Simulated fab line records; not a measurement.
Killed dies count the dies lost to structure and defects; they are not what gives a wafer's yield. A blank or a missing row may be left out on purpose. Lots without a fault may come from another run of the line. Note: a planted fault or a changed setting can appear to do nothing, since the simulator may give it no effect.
fab line records	flow nand-harc
record: lots: 15	wafers: 45	last-day: 34
route steps=1302 shown P_ZERO_WELL@16 P_STI@88
lots untouched by any fault: they come from a run of this same line in which no faults occurred
start-h: hours from the record's first day to the start of the lot's first wafer shown	wait-h: how many hours have passed since the lot's step before this one	" identical to the entry in the row above	L1.1+2: one row covering several wafers at once	- no value, or no start was given	* or withheld: withheld	< > ~ a bound
route shown NAME@n: NAME is a module with steps in the file, n the number in the route of the first one	usual: mean/standard deviation of fault-free wafers	same: alike in all rows	chamber/n: place in a boat	sites: each site's reading	_std_site: the standard deviation of these	_edge_site: inner sites' mean taken away from outer sites' mean	radius-mm: how far each site lies from the wafer's centre	mask NAME#n: copy n	behind: the most recent tool/chamber to have shaped the wafer	hold: why the lot went on hold/how many hours it stayed there/how the hold came to an end	device: whichever transistor did not switch (one of n, p or np)	end of line: the same wafers' tests at the end of the route	where a step has no rows: the recipe by itself	killed: at the first sort, the dies lost to defects and structure; wafer yield is something else	map: a wafer's dies, x killed, . not, _ none there
set.NAME: the run value of the setting; set.NAME@STEP: its run value at that earlier step	model.NAME: the simulator's own value behind a step, which no gauge read
the route's steps for a sample of lots (tables are steps, rows are wafers)
services: the hour from which a tool's chamber was out of use, counted from the record's first day as start-h (under 0 if before that day), plus the number of hours and why
== steps ==
step: NHARC_P_ZERO_WELL_DESCUM_13
recipe: time-s: 3	o2-flow-sccm: 200	ar-flow-sccm: 0	bias-power-w: 0	chemistry: O2
usual: drypump-motor-current-A: 5.6/0.42	o2-flow-sccm: 199.9/0.53	oes-product-au: 0.997/0.0099	rf-vpp-V: 57.7/0.88	showerhead-plenum-p-Torr: 1.88/0.065	throttle-valve-pct: 11.312/0.01
lot.wafer	tool	chamber	start-h	wait-h	drypump-motor-current-A	o2-flow-sccm	oes-product-au	rf-hours-counter-h	rf-vpp-V	showerhead-plenum-p-Torr	throttle-valve-pct
L568.4	rie-diel-03	1	21.39	-	5.7	199.8	0.998	24	56.0	1.80	11.298
L568.2	"	2	"	"	5.5	198.6	1.002	27	59.2	1.95	11.291
L568.1	"	3	"	"	5.1	200.2	1.000	25	59.2	1.91	11.308
L569.3	rie-diel-03	3	31.41	-	5.1	200.1	0.994	30	58.8	1.91	11.303
L569.6	"	1	"	"	5.8	199.9	0.998	-	57.8	1.80	11.316
L569.5	"	2	"	"	5.5	200.6	0.996	-	58.1	1.94	11.311
L570.4	rie-diel-03	3	41.52	-	5.1	199.8	1.000	34	59.2	1.91	11.313
L570.5	"	0	"	"	6.1	200.9	0.996	-	57.6	1.96	11.308
L570.6	"	1	"	"	5.8	199.4	0.992	-	58.4	1.79	11.311
L571.1	rie-diel-02	0	51.43	-	5.2	200.0	1.004	1	58.0	1.97	11.314
L571.2	"	1	"	"	6.2	199.7	0.976	1	55.3	1.78	11.321
L571.3	"	2	"	"	5.0	199.9	0.994	2	57.7	1.93	11.295
L572.4	rie-diel-11	3	61.39	-	5.9	200.2	1.009	42	57.8	1.86	11.296
L572.2	"	1	"	"	5.6	200.7	1.008	48	56.3	1.81	11.313
L572.1	"	2	"	"	5.3	200.8	0.999	47	57.6	1.87	11.313
L573.2	rie-diel-02	0	71.33	-	5.2	199.8	0.994	6	57.1	1.97	11.341
L573.6	"	2	"	"	4.9	199.9	1.000	-	57.8	1.93	11.317
L573.5	"	3	"	"	5.2	199.6	1.006	-	56.9	1.90	11.303
L575.3	rie-diel-02	3	91.50	-	5.2	200.0	0.994	13	59.2	1.89	11.324
L575.1	"	0	"	"	5.2	200.8	0.999	12	57.8	1.96	11.297
L575.5	"	0	"	"	5.2	199.7	1.007	-	56.8	1.96	11.314
L576.4	rie-diel-03	1	101.46	-	5.8	200.3	0.998	55	55.6	1.79	11.317
L576.1	"	0	"	"	6.1	200.8	1.002	57	58.6	1.95	11.319
L576.5	"	1	"	"	5.7	199.4	1.003	-	58.2	1.79	11.328
L579.1	rie-diel-03	1	131.43	-	5.8	199.9	1.008	4	57.5	1.79	11.321
L579.4	"	2	"	"	5.5	199.7	1.004	4	58.9	1.93	11.294
L579.2	"	3	"	"	5.1	199.9	1.005	4	57.9	1.90	11.337
L580.2	rie-diel-02	3	141.40	-	5.2	200.8	0.991	32	58.0	1.89	11.297
L580.1	"	1	"	"	6.2	199.0	0.975	27	57.3	1.78	11.324
L580.5	"	1	"	"	6.2	200.0	0.972	-	58.9	1.78	11.317
L581.4	rie-diel-11	2	151.40	-	5.3	199.7	1.002	20	58.1	1.87	11.312
L581.1	"	1	"	"	5.6	199.4	0.998	17	58.3	1.80	11.326
L581.6	"	3	"	"	5.9	199.9	0.985	-	58.0	1.85	11.313
L588.2	rie-diel-11	3	221.41	-	5.8	200.6	0.987	43	58.3	1.84	11.313
L588.3	"	1	"	"	5.6	199.5	1.008	45	58.5	1.80	11.316
L588.5	"	3	"	"	5.8	199.6	0.986	-	58.8	1.84	11.304
L589.3	rie-diel-02	0	231.40	-	5.2	199.2	1.002	1	57.4	1.95	11.310
L589.1	"	2	"	"	4.9	200.4	1.020	2	57.0	1.92	11.333
L589.6	"	0	"	"	5.2	199.8	1.000	-	58.8	1.95	11.315
L590.2	rie-diel-11	1	241.45	-	5.6	200.1	1.004	54	56.2	1.79	11.294
L590.4	"	2	"	"	5.3	200.1	0.991	57	58.3	1.85	11.306
L590.5	"	1	"	"	5.6	199.5	1.015	-	57.7	1.79	11.320
L591.1	rie-diel-11	0	251.40	-	6.3	199.7	1.016	57	58.4	1.88	11.295
L591.3	"	1	"	"	5.6	200.0	1.014	57	58.2	1.79	11.323
L591.4	"	1	"	"	5.6	200.6	1.002	-	55.6	1.79	11.299
step: NHARC_P_ZERO_WELL_DESCUM_39
recipe: time-s: 3	o2-flow-sccm: 200	ar-flow-sccm: 0	bias-power-w: 0	chemistry: O2
usual: drypump-motor-current-A: 5.5/0.45	o2-flow-sccm: 199.9/0.59	oes-product-au: 0.996/0.01	rf-vpp-V: 57.7/0.92	showerhead-plenum-p-Torr: 1.90/0.068	throttle-valve-pct: 11.310/0.0087
lot.wafer	tool	chamber	start-h	wait-h	drypump-motor-current-A	o2-flow-sccm	oes-product-au	rf-hours-counter-h	rf-vpp-V	showerhead-plenum-p-Torr	throttle-valve-pct
L568.2	rie-diel-02	3	24.92	-	5.2	200.6	0.991	46	57.1	1.90	11.302
L568.1	"	0	"	"	5.2	200.2	1.007	49	57.0	1.97	11.323
L568.4	"	2	"	"	4.9	200.6	1.004	50	58.2	1.94	11.315
L569.3	rie-diel-02	3	34.30	-	5.2	199.7	0.992	49	57.5	1.90	11.316
L569.5	"	2	"	"	5.0	200.1	1.002	-	58.0	1.94	11.305
L569.6	"	3	"	"	5.2	199.1	0.995	-	60.9	1.90	11.311
L570.4	rie-diel-11	0	44.79	-	6.3	200.1	0.981	38	57.4	1.90	11.307
L570.5	"	0	"	"	6.3	200.3	0.992	-	56.2	1.90	11.298
L570.6	"	1	"	"	5.6	198.6	1.001	-	56.3	1.81	11.307
L571.2	rie-diel-02	3	54.36	-	5.3	199.0	0.993	2	58.3	1.90	11.328
L571.1	"	0	"	"	5.2	199.6	0.997	2	56.7	1.97	11.321
L571.3	"	1	"	"	6.2	200.7	0.970	2	56.7	1.78	11.311
L572.1	rie-diel-02	0	64.41	-	5.2	199.4	1.008	4	58.7	1.97	11.311
L572.2	"	1	"	"	6.2	200.9	0.973	4	56.2	1.78	11.317
L572.4	"	2	"	"	5.0	200.1	0.992	5	58.5	1.93	11.307
L573.2	rie-diel-03	3	74.47	-	5.1	199.5	1.001	44	56.8	1.91	11.309
L573.5	"	0	"	"	6.1	200.5	0.995	-	56.8	1.96	11.290
L573.6	"	1	"	"	5.8	200.7	0.998	-	57.7	1.79	11.309
L575.1	rie-diel-02	0	94.58	-	5.2	199.8	0.999	12	58.9	1.96	11.306
L575.3	"	2	"	"	5.0	199.7	0.986	13	59.0	1.93	11.316
L575.5	"	3	"	"	5.2	199.9	0.986	-	56.6	1.89	11.320
L576.4	rie-diel-02	3	104.44	-	5.2	200.5	0.990	16	57.5	1.89	11.329
L576.1	"	0	"	"	5.2	199.1	0.992	16	57.5	1.96	11.317
L576.5	"	3	"	"	5.2	200.7	0.992	-	56.5	1.89	11.305
L579.4	rie-diel-03	0	134.41	-	6.1	201.1	0.994	5	58.3	1.95	11.311
L579.1	"	2	"	"	5.5	198.9	1.010	5	57.3	1.93	11.310
L579.2	"	3	"	"	5.1	199.6	1.009	5	58.5	1.90	11.309
L580.1	rie-diel-03	1	145.43	-	5.8	199.4	0.995	7	57.5	1.78	11.315
L580.2	"	3	"	"	5.1	199.8	0.993	8	57.7	1.90	11.323
L580.5	"	2	"	"	5.5	199.5	1.000	-	58.2	1.93	11.320
L581.1	rie-diel-02	0	154.48	-	5.2	200.4	1.013	38	57.1	1.96	11.317
L581.4	"	1	"	"	6.2	199.0	0.983	33	57.4	1.77	11.316
L581.6	"	0	"	"	5.2	199.1	1.008	-	57.6	1.96	11.300
L588.3	rie-diel-03	1	227.14	-	5.8	200.8	0.998	37	56.7	1.78	11.298
L588.2	"	2	"	"	5.5	199.8	0.979	35	57.7	1.93	11.321
L588.5	"	0	"	"	6.1	199.3	1.001	-	57.3	1.94	11.286
L589.1	rie-diel-02	2	234.37	-	4.9	199.2	1.005	3	58.1	1.92	11.312
L589.3	"	1	"	"	6.2	199.7	0.975	2	56.1	2.08	11.320
L589.6	"	2	"	"	5.0	199.4	1.008	-	56.9	1.92	11.316
L590.2	rie-diel-02	2	244.20	-	5.0	200.5	1.003	7	57.5	1.92	11.302
L590.4	"	3	"	"	5.2	198.9	1.003	8	57.2	1.88	11.302
L590.5	"	2	"	"	5.0	199.5	1.017	-	56.8	1.92	11.312
L591.1	rie-diel-02	2	254.33	-	4.9	199.1	1.010	9	56.4	1.92	11.305
L591.3	"	3	"	"	5.2	199.8	1.013	10	56.6	1.88	11.302
L591.4	"	0	"	"	5.2	200.5	1.018	8	58.1	1.95	11.294
step: NHARC_P_ZERO_WELL_EXPOSE_49
recipe: na: 0.6	target-cd-nm: 2000	dose-mj: 22.64	mask-id: P_HVPW
usual: exposure-dose-mJ-cm2: 22.636/0.021	focus-offset-nm: -0.1/0.49
lot.wafer	tool	chamber	start-h	wait-h	mask	exposure-dose-mJ-cm2	focus-offset-nm
L568.1	krf-scanner-04	0	26.12	-	P_HVPW#0	22.625	-0.2
L568.2	"	0	"	"	P_HVPW#0	22.620	-0.9
L568.4	"	0	"	"	P_HVPW#0	22.642	-0.1
L569.3	krf-scanner-04	0	35.54	-	P_HVPW#0	22.628	-0.4
L569.5	"	0	"	"	P_HVPW#0	22.651	-0.3
L569.6	"	0	"	"	P_HVPW#0	22.598	-0.3
L570.4	krf-scanner-01	0	46.13	-	P_HVPW#0	22.660	-0.5
L570.5	"	0	"	"	P_HVPW#0	22.670	-0.4
L570.6	"	0	"	"	P_HVPW#0	22.652	-0.4
L571.1	krf-scanner-02	0	55.67	-	P_HVPW#0	22.591	0.3
L571.2	"	0	"	"	P_HVPW#0	22.601	0.6
L571.3	"	0	"	"	P_HVPW#0	22.622	0.3
L572.1	krf-scanner-01	0	65.71	-	P_HVPW#0	22.645	0.5
L572.2	"	0	"	"	P_HVPW#0	22.666	0.2
L572.4	"	0	"	"	P_HVPW#0	22.646	-0.4
L573.2	krf-scanner-02	0	75.75	-	P_HVPW#0	22.663	0.2
L573.5	"	0	"	"	P_HVPW#0	22.647	0.0
L573.6	"	0	"	"	P_HVPW#0	22.630	-0.2
L575.1	krf-scanner-01	0	95.89	-	P_HVPW#0	22.621	0.2
L575.3	"	0	"	"	P_HVPW#0	22.622	1.1
L575.5	"	0	"	"	P_HVPW#0	22.611	0.3
L576.1	krf-scanner-01	0	105.63	-	P_HVPW#0	22.614	-0.5
L576.4	"	0	"	"	P_HVPW#0	22.649	-0.3
L576.5	"	0	"	"	P_HVPW#0	22.620	-0.1
L579.1	krf-scanner-04	-	135.60	-	P_HVPW#0	-	-
L579.2	"	-	"	"	P_HVPW#0	-	-
L579.4	"	-	"	"	P_HVPW#0	-	-
L580.1	krf-scanner-02	-	146.75	-	P_HVPW#0	-	-
L580.2	"	-	"	"	P_HVPW#0	-	-
L580.5	"	-	"	"	P_HVPW#0	-	-
L581.1	krf-scanner-01	-	155.80	-	P_HVPW#0	-	-
L581.4	"	-	"	"	P_HVPW#0	-	-
L581.6	"	-	"	"	P_HVPW#0	-	-
L588.2	krf-scanner-01	0	228.31	-	P_HVPW#0	22.628	0.6
L588.3	"	0	"	"	P_HVPW#0	22.614	1.3
L588.5	"	0	"	"	P_HVPW#0	22.661	0.7
L589.1	krf-scanner-01	0	235.57	-	P_HVPW#0	22.602	0.4
L589.3	"	0	"	"	P_HVPW#0	22.650	-0.6
L589.6	"	0	"	"	P_HVPW#0	22.633	-0.8
L590.2	krf-scanner-04	0	245.51	-	P_HVPW#0	22.689	-0.2
L590.4	"	0	"	"	P_HVPW#0	22.674	-0.3
L590.5	"	0	"	"	P_HVPW#0	22.649	-0.6
L591.1	krf-scanner-02	0	255.64	-	P_HVPW#0	22.682	-0.2
L591.3	"	0	"	"	P_HVPW#0	22.619	-0.5
L591.4	"	0	"	"	P_HVPW#0	22.656	-0.7
step: NHARC_P_ZERO_WELL_CD_MEAS_52
recipe: target-cd-nm: 2000	landing-energy-ev: 500
usual: cd-nm: 2000.3/1.8
lot.wafer	tool	chamber	start-h	wait-h	cd-nm
L568.1	cd-sem-01	0	26.28	-	1998.8
L568.2	"	0	"	"	2000.2
L568.4	"	0	"	"	1997.9
L569.3	cd-sem-01	0	35.69	-	2002.0
L569.5	"	0	"	"	2000.3
L569.6	"	0	"	"	2002.2
L570.4	cd-sem-03	0	46.28	-	2004.5
L570.5	"	0	"	"	1997.9
L570.6	"	0	"	"	2001.0
L571.1	cd-sem-01	0	55.83	-	1999.9
L571.2	"	0	"	"	2000.0
L571.3	"	0	"	"	2000.6
L572.1	cd-sem-02	0	65.87	-	2000.9
L572.2	"	0	"	"	1999.0
L572.4	"	0	"	"	1996.8
L573.2	cd-sem-01	0	75.91	-	2000.9
L573.5	"	0	"	"	2000.8
L573.6	"	0	"	"	2001.1
L575.1	cd-sem-02	0	96.05	-	1998.6
L575.3	"	0	"	"	2001.8
L575.5	"	0	"	"	2001.1
L576.1	cd-sem-02	0	105.78	-	1998.5
L576.4	"	0	"	"	2003.5
L576.5	"	0	"	"	2003.7
L579.1	cd-sem-01	0	135.76	-	-
L579.2	"	0	"	"	-
L579.4	"	0	"	"	-
L580.1	cd-sem-01	0	146.91	-	-
L580.2	"	0	"	"	-
L580.5	"	0	"	"	-
L581.1	cd-sem-01	0	155.96	-	-
L581.4	"	0	"	"	-
L581.6	"	0	"	"	-
L588.2	cd-sem-03	0	228.46	-	1997.1
L588.3	"	0	"	"	1998.7
L588.5	"	0	"	"	2000.7
L589.1	cd-sem-03	0	235.72	-	1998.2
L589.3	"	0	"	"	1999.9
L589.6	"	0	"	"	2001.3
L590.2	cd-sem-01	0	245.67	-	2001.1
L590.4	"	0	"	"	1998.5
L590.5	"	0	"	"	2001.1
L591.1	cd-sem-03	0	255.80	-	2002.7
L591.3	"	0	"	"	2002.2
L591.4	"	0	"	"	2000.4
step: NHARC_P_ZERO_WELL_INSPECT_43
usual: raw-defect-count: 12/5.9
lot.wafer	tool	chamber	start-h	wait-h	raw-defect-count
L568.1	defect-inspect-02	-	28.09	0.6	16
L568.2	"	-	"	"	7
L568.4	"	-	"	"	12
L569.3	defect-inspect-02	-	37.50	0.4	28
L569.5	"	-	"	"	15
L569.6	"	-	"	"	14
L570.4	defect-inspect-02	-	48.07	0.2	16
L570.5	"	-	"	"	9
L570.6	"	-	"	"	8
L571.1	defect-inspect-02	-	57.90	0.6	11
L571.2	"	-	"	"	3
L571.3	"	-	"	"	4
L572.1	defect-inspect-02	-	67.69	0.6	5
L572.2	"	-	"	"	7
L572.4	"	-	"	"	9
L573.2	defect-inspect-01	-	77.75	0.5	17
L573.5	"	-	"	"	10
L573.6	"	-	"	"	7
L575.1	defect-inspect-01	-	97.85	0.6	3
L575.3	"	-	"	"	16
L575.5	"	-	"	"	16
L576.1	defect-inspect-02	-	107.69	0.6	17
L576.4	"	-	"	"	4
L576.5	"	-	"	"	6
L579.1	defect-inspect-02	-	137.56	0.6	1019
L579.2	"	-	"	"	1031
L579.4	"	-	"	"	1091
L580.1	defect-inspect-02	-	148.78	0.6	1064
L580.2	"	-	"	"	1072
L580.5	"	-	"	"	1083
L581.1	defect-inspect-01	-	157.79	0.6	1045
L581.4	"	-	"	"	1011
L581.6	"	-	"	"	1075
L588.2	defect-inspect-02	-	230.28	0.5	7
L588.3	"	-	"	"	9
L588.5	"	-	"	"	11
L589.1	defect-inspect-01	-	237.54	0.6	16
L589.3	"	-	"	"	11
L589.6	"	-	"	"	17
L590.2	defect-inspect-01	-	247.49	0.5	7
L590.4	"	-	"	"	16
L590.5	"	-	"	"	8
L591.1	defect-inspect-02	-	257.62	0.6	15
L591.3	"	-	"	"	4
L591.4	"	-	"	"	6
step: NHARC_P_STI_ETCH_42
recipe: target-depth-a: 800	overetch-a: 240	time-s: 61	ion-energy-ev: 200	n2-flow-sccm: 150	h2-flow-sccm: 150	ar-flow-sccm: 0	rf-w: 400	bias-w: 150	chemistry: N2/H2
usual: drypump-motor-current-A: 5.7/0.52	oes-product-au: 1.003/0.011	rf-vpp-V: 431.0/2.2	showerhead-plenum-p-Torr: 2.06/0.074	throttle-valve-pct: 14.172/0.0089
lot.wafer	tool	chamber	start-h	wait-h	drypump-motor-current-A	oes-product-au	rf-hours-counter-h	rf-vpp-V	showerhead-plenum-p-Torr	throttle-valve-pct
L568.1	rie-diel-10	2	49.13	0.1	5.3	1.018	12	433.6	2.17	14.173
L568.2	"	0	"	"	6.0	1.001	14	429.3	2.00	14.176
L568.4	"	1	"	"	5.1	0.980	13	429.7	2.00	14.155
L569.3	rie-diel-12	3	55.27	0.1	6.5	1.017	9	431.6	2.07	14.177
L569.6	"	0	"	"	5.1	1.010	-	431.8	2.12	14.191
L569.5	"	1	"	"	6.1	1.005	-	430.1	2.03	14.160
L570.4	rie-diel-09	3	63.56	0.1	4.9	1.010	4	429.7	2.01	14.164
L570.5	"	0	"	"	5.7	1.018	-	428.3	2.02	14.165
L570.6	"	1	"	"	6.3	1.010	-	435.4	2.18	14.182
L571.3	rie-diel-10	2	74.72	0.1	5.3	1.006	0	432.8	2.17	14.177
L571.1	"	3	"	"	5.9	0.995	0	428.8	1.98	14.167
L571.2	"	1	"	"	5.1	0.999	0	427.8	2.00	14.185
L572.2	rie-diel-12	2	84.38	0.1	6.2	0.993	12	428.4	1.97	14.166
L572.4	"	3	"	"	6.5	1.009	11	431.5	2.07	14.155
L572.1	"	1	"	"	6.2	1.020	11	429.1	2.03	14.178
L573.2	rie-diel-09	1	95.40	0.1	6.3	1.001	5	433.6	2.18	14.173
L573.5	"	1	"	"	6.3	1.002	-	433.5	2.18	14.161
L573.6	"	2	"	"	5.3	1.002	-	432.3	2.14	14.152
L575.3	rie-diel-12	2	115.59	0.1	6.2	0.988	1	427.6	1.97	14.170
L575.1	"	3	"	"	6.5	1.024	0	430.3	2.07	14.174
L575.5	"	0	"	"	5.1	1.001	-	432.6	2.12	14.168
L576.4	rie-diel-12	3	128.05	0.1	6.5	1.012	1	429.2	2.07	14.160
L576.1	"	0	"	"	5.1	1.002	1	431.7	2.12	14.168
L576.5	"	3	"	"	6.5	1.012	-	432.3	2.07	14.162
L588.2	rie-diel-09	2	248.32	0.1	5.3	1.005	4	433.9	2.14	14.175
L588.3	"	1	"	"	6.3	0.995	4	434.9	2.17	14.159
L588.5	"	2	"	"	5.3	1.012	-	433.2	2.14	14.165
L589.3	rie-diel-12	3	253.06	0.1	6.5	1.025	9	430.2	2.06	14.186
L589.1	"	0	"	"	5.1	1.009	8	431.6	2.11	14.184
L589.6	"	2	"	"	6.2	0.995	-	428.2	1.96	14.170
L590.2	rie-diel-09	2	264.41	0.1	5.3	1.008	5	432.5	2.14	14.165
L590.4	"	3	"	"	4.9	1.015	3	428.6	2.01	14.177
L590.5	"	2	"	"	5.3	1.006	-	433.8	2.14	14.169
L591.1	rie-diel-10	0	274.29	0.1	6.0	0.982	3	427.8	2.00	14.166
L591.4	"	1	"	"	5.1	0.984	3	427.9	1.99	14.181
L591.3	"	2	"	"	5.3	0.992	3	435.3	2.16	14.168
== services ==
tool	chamber	start-h	hours	kind
rie-diel-03	3	-0.96	2.9	repair
rie-diel-02	-	40.37	9.0	pm
rie-diel-03	2	56.21	2.5	repair
rie-diel-03	3	59.40	5.6	repair
rie-diel-02	1	71.11	11.5	repair
rie-diel-11	0	75.39	7.9	repair
rie-diel-11	-	78.53	9.0	pm
rie-diel-03	3	84.47	6.9	repair
rie-diel-02	2	90.98	1.4	repair
rie-diel-11	-	96.01	1.3	repair
rie-diel-03	-	104.38	9.0	pm
rie-diel-02	2	106.94	35.3	repair
krf-scanner-01	-	140.00	4.0	pm
krf-scanner-01	-	146.64	0.8	repair
krf-scanner-01	-	147.72	3.9	repair
rie-diel-02	0	156.25	9.1	repair
rie-diel-02	1	166.55	2.4	repair
rie-diel-02	3	176.76	7.7	repair
rie-diel-11	3	189.91	5.3	repair
rie-diel-02	0	202.13	1.4	repair
rie-diel-02	-	217.39	9.0	pm
rie-diel-11	3	247.73	3.7	repair
rie-diel-11	0	252.34	2.6	repair
rie-diel-03	1	262.06	34.1	repair
== key ==
first-sign: step: NHARC_P_ZERO_WELL_EXPOSE_49	reading: tool-record	direction: missing
effect: step: NHARC_P_ZERO_WELL_CD_MEAS_52	reading: cd-nm	direction: missing
effect: step: NHARC_P_ZERO_WELL_INSPECT_43	reading: raw-defect-count	direction: up	sigmas: 99+	usual: 12	struck: 1055
met-at NHARC_P_ZERO_WELL_EXPOSE_49
struck-lots L579,L580,L581
later-rows-left-out L579.1,L579.2,L579.4,L580.1,L580.2,L580.5,L581.1,L581.4,L581.6
sort-left-out L579.1,L579.2,L579.4,L580.1,L580.2,L580.5,L581.1,L581.4,L581.6
tester-left-out L579,L580,L581
not-acting-at NHARC_P_ZERO_WELL_DESCUM_13,NHARC_P_ZERO_WELL_DESCUM_39,NHARC_P_STI_ETCH_42
onset-between 105.63 135.60
fault: kind: skipped-step-whole	tool: krf-scanner-01,krf-scanner-02,krf-scanner-04	chamber: -	onset-h: 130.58	steps: NHARC_P_ZERO_WELL_EXPOSE_49	scope: struck-lots-only
tester-left-out: of these lots the tester's yield and bins aren't shown, on N5 and GAA mostly nor the transistor test; their killed dies are dies lost to structure and defects alone, not to doping, threshold or leakage, so they don't give the yield
sort-left-out: the simulated sort isn't trusted on such a fault, so these wafers' sort isn't shown, and their yield isn't known
later-rows-left-out: the simulator's readings of these wafers behind a module that went badly wrong aren't trusted and aren't shown, but for the sort
